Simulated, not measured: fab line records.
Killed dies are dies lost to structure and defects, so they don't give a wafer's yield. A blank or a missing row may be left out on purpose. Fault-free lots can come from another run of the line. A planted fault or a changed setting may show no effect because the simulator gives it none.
Check of tool commonality ; flow nandHarc ; 36 wafers sampled across 12 lots

== REASON FOR OPENING ==
Flagged at NHARC_A_ONON_D2_THK_MEAS_21: reading thkNm, on 2 of 12 lots. Fault-free wafers read 1000 nm, with a standard deviation of 12.
Rule: a lot is flagged when every wafer of it that has a number lies more than 4 standard deviations from that mean, or none has a number. The other lots count as sound.

lot;measured;on;thkNm (nm), wafer by wafer;flag
L215;day 13 13:47;filmMetro-01;1013 1012 1011;
L217;day 14 12:51;filmMetro-01;983 983 980;
L222;day 16 18:08;filmMetro-01;1664 1663 1663;FLAGGED
L224;day 17 12:48;filmMetro-01;1674 1671 1672;FLAGGED
L229;day 19 12:56;filmMetro-02;1013 1012 1012;
L230;day 19 12:56;filmMetro-01;1001 1000 1002;
L231;day 20 08:55;filmMetro-01;1004 1004 1004;
L232;day 20 08:55;filmMetro-02;997 998 998;
L233;day 20 22:27;filmMetro-02;993 993 993;
L234;day 21 12:04;filmMetro-02;996 995 998;
L235;day 21 19:01;filmMetro-01;1002 1002 1001;
L236;day 22 05:25;filmMetro-02;1012 1012 1012;
Average over the flagged lots: 1668 nm; offset from the usual +668 nm, equal to +56 standard deviations.

== TOOL THAT RAN EACH LOT ==
The record holds 3 process steps before the reading, out of a route of 1302 steps. Each cell gives the tool, then ch followed by the chambers the sampled wafers passed through, then the start.
lot;flag;NHARC_A_CHANNEL_FILL_D1_ETCHBACK_20;NHARC_A_CHANNEL_FILL_D1_STRIP_28;NHARC_A_ONON_D2_DEP_19
L215;;rieDiel-03 ch 1,3, day 10 10:32;rieDiel-03 ch 0,2, day 10 10:38;pecvdOnon-03 ch 0, day 13 13:17
L217;;rieDiel-13 ch 0,2, day 11 12:52;rieDiel-13 ch 1,2,3, day 11 12:58;pecvdOnon-04 ch 0, day 14 12:20
L222;FLAGGED;rieDiel-03 ch 0,1,3, day 13 13:35;rieDiel-03 ch 1,3, day 13 13:40;pecvdOnon-03 ch 0, day 16 17:44
L224;FLAGGED;rieDiel-11 ch 1,2,3, day 14 12:37;rieDiel-11 ch 1,2,3, day 14 12:43;pecvdOnon-03 ch 0, day 17 12:20
L229;;rieDiel-03 ch 1,2,3, day 16 14:16;rieDiel-03 ch 0,2, day 16 14:20;pecvdOnon-01 ch 0, day 19 12:29
L230;;rieDiel-11 ch 0,2,3, day 16 14:16;rieDiel-11 ch 1,2,3, day 16 14:20;pecvdOnon-04 ch 0, day 19 12:29
L231;;rieDiel-03 ch 0,2, day 17 05:50;rieDiel-03 ch 1,3, day 17 05:56;pecvdOnon-03 ch 0, day 20 08:28
L232;;rieDiel-11 ch 1,2,3, day 17 15:19;rieDiel-11 ch 0,1, day 17 15:25;pecvdOnon-04 ch 0, day 20 08:25
L233;;rieDiel-13 ch 0,1,3, day 18 04:06;rieDiel-13 ch 0,2,3, day 18 04:12;pecvdOnon-03 ch 0, day 20 21:56
L234;;rieDiel-11 ch 0,3, day 18 15:53;rieDiel-11 ch 0,2, day 18 16:00;pecvdOnon-04 ch 0, day 21 11:34
L235;;rieDiel-03 ch 0,2,3, day 18 23:50;rieDiel-03 ch 0,2,3, day 18 23:55;pecvdOnon-01 ch 0, day 21 18:31
L236;;rieDiel-13 ch 1,2,3, day 19 08:46;rieDiel-13 ch 1,2,3, day 19 08:52;pecvdOnon-01 ch 0, day 22 04:54
These steps, and what they do:
- NHARC_A_CHANNEL_FILL_D1_ETCHBACK_20: etches the open film in C4F8/O2/Ar, target depth 27 nm, time 13.5 s.
- NHARC_A_CHANNEL_FILL_D1_STRIP_28: strips in O2, time 20 s.
- NHARC_A_ONON_D2_DEP_19: target thk 1000 nm.
- NHARC_A_ONON_D2_THK_MEAS_21: measures by ellipsometry.

== FLAGGED OVER TOTAL, TOOL BY TOOL (the gauges that took the reading come last) ==
step;tool;lots run;flagged;share of the flagged lots;sound lots run after its first flagged lot
NHARC_A_CHANNEL_FILL_D1_ETCHBACK_20;rieDiel-03;5;1;some;3 (L229,L231,L235)
NHARC_A_CHANNEL_FILL_D1_ETCHBACK_20;rieDiel-11;4;1;some;3 (L230,L232,L234)
NHARC_A_CHANNEL_FILL_D1_ETCHBACK_20;rieDiel-13;3;0;none;-
NHARC_A_CHANNEL_FILL_D1_STRIP_28;rieDiel-03;5;1;some;3 (L229,L231,L235)
NHARC_A_CHANNEL_FILL_D1_STRIP_28;rieDiel-11;4;1;some;3 (L230,L232,L234)
NHARC_A_CHANNEL_FILL_D1_STRIP_28;rieDiel-13;3;0;none;-
NHARC_A_ONON_D2_DEP_19;pecvdOnon-01;3;0;none;-
NHARC_A_ONON_D2_DEP_19;pecvdOnon-03;5;2;all;2 (L231,L233)
NHARC_A_ONON_D2_DEP_19;pecvdOnon-04;4;0;none;-
NHARC_A_ONON_D2_THK_MEAS_21;filmMetro-01;7;2;all;3 (L230,L231,L235)
NHARC_A_ONON_D2_THK_MEAS_21;filmMetro-02;5;0;none;-

== THE TABLE: WHAT IT ALLOWS ==
Every flagged lot went through 2 rows of the table: pecvdOnon-03 at NHARC_A_ONON_D2_DEP_19 and filmMetro-01 at NHARC_A_ONON_D2_THK_MEAS_21.
- pecvdOnon-03 at NHARC_A_ONON_D2_DEP_19 ran 5 lots, 2 of them flagged. Sound lots ran on it after the first flagged one (L231, L233), which a lasting fault on the whole tool wouldn't allow.
- filmMetro-01 at NHARC_A_ONON_D2_THK_MEAS_21 ran 7 lots, 2 of them flagged. Sound lots ran on it after the first flagged one (L230, L231, L235), which a lasting fault on the whole tool wouldn't allow.
No row of the table ran every flagged lot and no sound lot after the first.

== WHAT THE SIMULATOR PUT IN ==
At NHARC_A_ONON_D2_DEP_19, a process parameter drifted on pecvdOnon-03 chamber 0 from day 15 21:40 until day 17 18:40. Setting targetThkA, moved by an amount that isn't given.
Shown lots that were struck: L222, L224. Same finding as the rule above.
